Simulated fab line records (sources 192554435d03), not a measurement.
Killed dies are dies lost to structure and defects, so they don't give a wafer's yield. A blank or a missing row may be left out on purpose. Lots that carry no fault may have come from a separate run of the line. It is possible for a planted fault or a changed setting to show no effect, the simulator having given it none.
Which tool was responsible? || flow n5-finfet || Sampling: 12 lots, 36 wafers, 4 of 1938 route steps

== WHAT EACH GAUGE READ, for each wafer ==
N5_BEOL_M5_RS_MEAS_57: the measuring method here is four-point-probe.
{"lot": "L075", "measured": "day 8 23:16", "on": "film-metro-01", "M5_RS (ohm/sq)": "0.375 0.390 0.370"}
{"lot": "L077", "measured": "day 9 12:47", "on": "film-metro-01", "M5_RS (ohm/sq)": "0.390 0.380 0.389"}
{"lot": "L079", "measured": "day 10 11:56", "on": "film-metro-02", "M5_RS (ohm/sq)": "0.386 0.379 0.386"}
{"lot": "L080", "measured": "day 10 16:10", "on": "film-metro-01", "M5_RS (ohm/sq)": "0.366 0.400 0.392"}
{"lot": "L083", "measured": "day 11 00:24", "on": "film-metro-01", "M5_RS (ohm/sq)": "0.385 0.402 0.393"}
{"lot": "L085", "measured": "day 11 17:27", "on": "film-metro-02", "M5_RS (ohm/sq)": "0.383 0.392 0.369"}
{"lot": "L087", "measured": "day 11 21:24", "on": "film-metro-01", "M5_RS (ohm/sq)": "0.406 0.375 0.399"}
{"lot": "L088", "measured": "day 13 03:04", "on": "film-metro-02", "M5_RS (ohm/sq)": "0.381 0.394 0.387"}
{"lot": "L093", "measured": "day 13 09:32", "on": "film-metro-01", "M5_RS (ohm/sq)": "0.363 0.381 0.375"}
{"lot": "L094", "measured": "day 14 09:22", "on": "film-metro-02", "M5_RS (ohm/sq)": "0.365 0.406 0.383"}
{"lot": "L095", "measured": "day 14 21:15", "on": "film-metro-01", "M5_RS (ohm/sq)": "0.395 0.377 0.388"}
{"lot": "L097", "measured": "day 15 04:28", "on": "film-metro-02", "M5_RS (ohm/sq)": "0.376 0.363 0.388"}

== WHICH TOOL RAN EACH LOT (tool, then ch and the chambers of the sampled wafers, then the start) ==
{"lot": "L075", "N5_BEOL_M5_PRE_CLEAN_45": "pvd-sputter-02, day 8 17:08", "N5_BEOL_M5_SPUTTER_90": "pvd-sputter-01, day 8 22:03", "N5_BEOL_M5_DEP_56": "pecvd-04 ch 0,1, day 8 23:12"}
{"lot": "L077", "N5_BEOL_M5_PRE_CLEAN_45": "pvd-sputter-01, day 9 06:26", "N5_BEOL_M5_SPUTTER_90": "pvd-sputter-01, day 9 11:41", "N5_BEOL_M5_DEP_56": "pecvd-02 ch 1,2, day 9 12:43"}
{"lot": "L079", "N5_BEOL_M5_PRE_CLEAN_45": "pvd-sputter-01, day 10 05:39", "N5_BEOL_M5_SPUTTER_90": "pvd-sputter-03, day 10 10:49", "N5_BEOL_M5_DEP_56": "pecvd-03 ch 1, day 10 11:52"}
{"lot": "L080", "N5_BEOL_M5_PRE_CLEAN_45": "pvd-sputter-01, day 10 09:01", "N5_BEOL_M5_SPUTTER_90": "pvd-sputter-02, day 10 14:45", "N5_BEOL_M5_DEP_56": "pecvd-02 ch 0,1,2, day 10 16:07"}
{"lot": "L083", "N5_BEOL_M5_PRE_CLEAN_45": "pvd-sputter-02, day 10 18:21", "N5_BEOL_M5_SPUTTER_90": "pvd-sputter-01, day 10 23:16", "N5_BEOL_M5_DEP_56": "pecvd-02 ch 0,1, day 11 00:19"}
{"lot": "L085", "N5_BEOL_M5_PRE_CLEAN_45": "pvd-sputter-03, day 11 10:45", "N5_BEOL_M5_SPUTTER_90": "pvd-sputter-01, day 11 15:39", "N5_BEOL_M5_DEP_56": "pecvd-04 ch 0,1, day 11 17:23"}
{"lot": "L087", "N5_BEOL_M5_PRE_CLEAN_45": "pvd-sputter-03, day 11 14:52", "N5_BEOL_M5_SPUTTER_90": "pvd-sputter-03, day 11 20:04", "N5_BEOL_M5_DEP_56": "pecvd-02 ch 1,2, day 11 21:20"}
{"lot": "L088", "N5_BEOL_M5_PRE_CLEAN_45": "pvd-sputter-03, day 12 21:08", "N5_BEOL_M5_SPUTTER_90": "pvd-sputter-01, day 13 02:01", "N5_BEOL_M5_DEP_56": "pecvd-04 ch 1,2, day 13 03:00"}
{"lot": "L093", "N5_BEOL_M5_PRE_CLEAN_45": "pvd-sputter-03, day 13 02:43", "N5_BEOL_M5_SPUTTER_90": "pvd-sputter-01, day 13 07:56", "N5_BEOL_M5_DEP_56": "pecvd-03 ch 0,1,2, day 13 09:28"}
{"lot": "L094", "N5_BEOL_M5_PRE_CLEAN_45": "pvd-sputter-02, day 14 02:11", "N5_BEOL_M5_SPUTTER_90": "pvd-sputter-03, day 14 08:19", "N5_BEOL_M5_DEP_56": "pecvd-02 ch 0,1,2, day 14 09:18"}
{"lot": "L095", "N5_BEOL_M5_PRE_CLEAN_45": "pvd-sputter-02, day 14 12:20", "N5_BEOL_M5_SPUTTER_90": "pvd-sputter-02, day 14 19:53", "N5_BEOL_M5_DEP_56": "pecvd-03 ch 0,1, day 14 21:11"}
{"lot": "L097", "N5_BEOL_M5_PRE_CLEAN_45": "pvd-sputter-02, day 14 20:22", "N5_BEOL_M5_SPUTTER_90": "pvd-sputter-03, day 15 03:21", "N5_BEOL_M5_DEP_56": "pecvd-03 ch 0,1, day 15 04:24"}
- N5_BEOL_M5_PRE_CLEAN_45: time 30 s.
- N5_BEOL_M5_SPUTTER_90: material Cu, target thk 4.5 nm, time 8.29 s.
- N5_BEOL_M5_DEP_56: deposits SiCN from 3MS/NH3, target thk 8 nm, time 14 s.

== THE ANSWER, worked out from the rows above alone ==
Rule: what is usual is taken from the lots themselves. Put in order of their means at a reading, lots are off if they are a third of the lots or fewer, leave a main group of 4 or more, and stand apart from it by a gap of 3 or more times the standard deviation of the main group's means; of several such gaps the widest counts. A main group is skipped when, at the precision printed for the reading in the tables above, its means are all equal. Also off: a lot with no number at a reading for which 4 or more lots have one. Where the step has rows for the other lots, those lots are counted as sound.
No lot is off on any of the readings shown, so nothing can be concluded from this.

== WHAT THE SIMULATOR HAD INSERTED ==
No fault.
